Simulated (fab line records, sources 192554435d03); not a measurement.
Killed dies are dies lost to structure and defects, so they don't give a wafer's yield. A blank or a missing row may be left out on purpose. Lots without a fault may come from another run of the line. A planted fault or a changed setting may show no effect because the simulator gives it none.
Which tool did it? | flow n5_finfet | 11 lots, 32 wafers sampled, at 3 steps of a route of 1938

WHAT THE GAUGES READ, wafer by wafer
N5_BEOL_M15_CD_MEAS_28: target cd 407.6 nm.
lot  | measured     | on        | cd_nm (nm)
L912 | day 11 19:11 | cd_sem-01 | 408.1 407.3 408.0
L913 | day 12 11:29 | cd_sem-03 | 404.6 405.4 404.6
L914 | day 12 23:53 | cd_sem-01 | 408.4 408.7 408.6
L915 | day 13 01:53 | cd_sem-03 | 409.1 408.7 408.6
L919 | day 13 16:20 | cd_sem-02 | 406.7 407.3 406.3
L917 | day 13 20:04 | cd_sem-03 | 408.7 409.5 410.1
L924 | day 15 02:19 | cd_sem-03 | 406.6 406.4
L926 | day 16 03:23 | cd_sem-01 | 405.7 405.0 405.4
L929 | day 17 03:05 | cd_sem-03 | 405.5 407.4 407.6
L932 | day 17 03:23 | cd_sem-02 | 409.1 408.3 409.2
L931 | day 17 12:18 | cd_sem-03 | 407.4 406.8 408.2

WHICH TOOL RAN EACH LOT (tool, then ch and the chambers of the sampled wafers, then the start)
lot  | N5_BEOL_M15_STRIP_63                          | N5_BEOL_M15_ETCH_57
L912 | rie_diel-02 ch 0,3, day 11 18:17 or earlier   | rie_diel-06 ch 1,3, day 11 18:17
L913 | rie_diel-02 ch 0,1,2, day 12 10:43 or earlier | rie_diel-02 ch 2,3, day 12 10:43
L914 | rie_diel-02 ch 0,1, day 12 22:59 or earlier   | rie_diel-02 ch 1,2,3, day 12 22:59
L915 | rie_diel-02 ch 0,1,3, day 13 01:06 or earlier | rie_diel-02 ch 0,1, day 13 01:06
L919 | rie_diel-02 ch 1,2,3, day 13 15:26 or earlier | rie_diel-06 ch 0,1, day 13 15:26
L917 | rie_diel-06 ch 0,1,3, day 13 19:17 or earlier | rie_diel-02 ch 1,2, day 13 19:17
L924 | rie_diel-01 ch 1,2, day 15 01:32 or earlier   | rie_diel-02 ch 0,2, day 15 01:32
L926 | rie_diel-01 ch 0,1, day 16 02:30 or earlier   | rie_diel-06 ch 0,3, day 16 02:30
L929 | rie_diel-06 ch 0,1,2, day 17 02:11 or earlier | rie_diel-06 ch 1,3, day 17 02:11
L932 | rie_diel-06 ch 0,1,2, day 17 02:29 or earlier | rie_diel-01 ch 0,2,3, day 17 02:29
L931 | rie_diel-02 ch 1,2,3, day 17 11:24 or earlier | rie_diel-06 ch 1,2,3, day 17 11:24
- N5_BEOL_M15_STRIP_63: strips in O2.
- N5_BEOL_M15_ETCH_57: etches SOC in N2/H2, time 750 s.

THE ANSWER, worked out from the rows above alone
Rule: what is usual is taken from the lots themselves. Put in order of their means at a reading, lots are off if they are a third of the lots or fewer, leave a main group of 4 or more, and stand apart from it by a gap of 3 or more times the standard deviation of the main group's means; of several such gaps the widest counts. A main group whose means are all the same, to the digits that the tables above print for the reading, isn't used. A lot without any number at a reading at which 4 lots or more have one is off too. The other lots that the step has rows for count as sound.
No lot is off at any reading shown: from this, nothing can be told.

WHAT THE SIMULATOR HAD PUT IN
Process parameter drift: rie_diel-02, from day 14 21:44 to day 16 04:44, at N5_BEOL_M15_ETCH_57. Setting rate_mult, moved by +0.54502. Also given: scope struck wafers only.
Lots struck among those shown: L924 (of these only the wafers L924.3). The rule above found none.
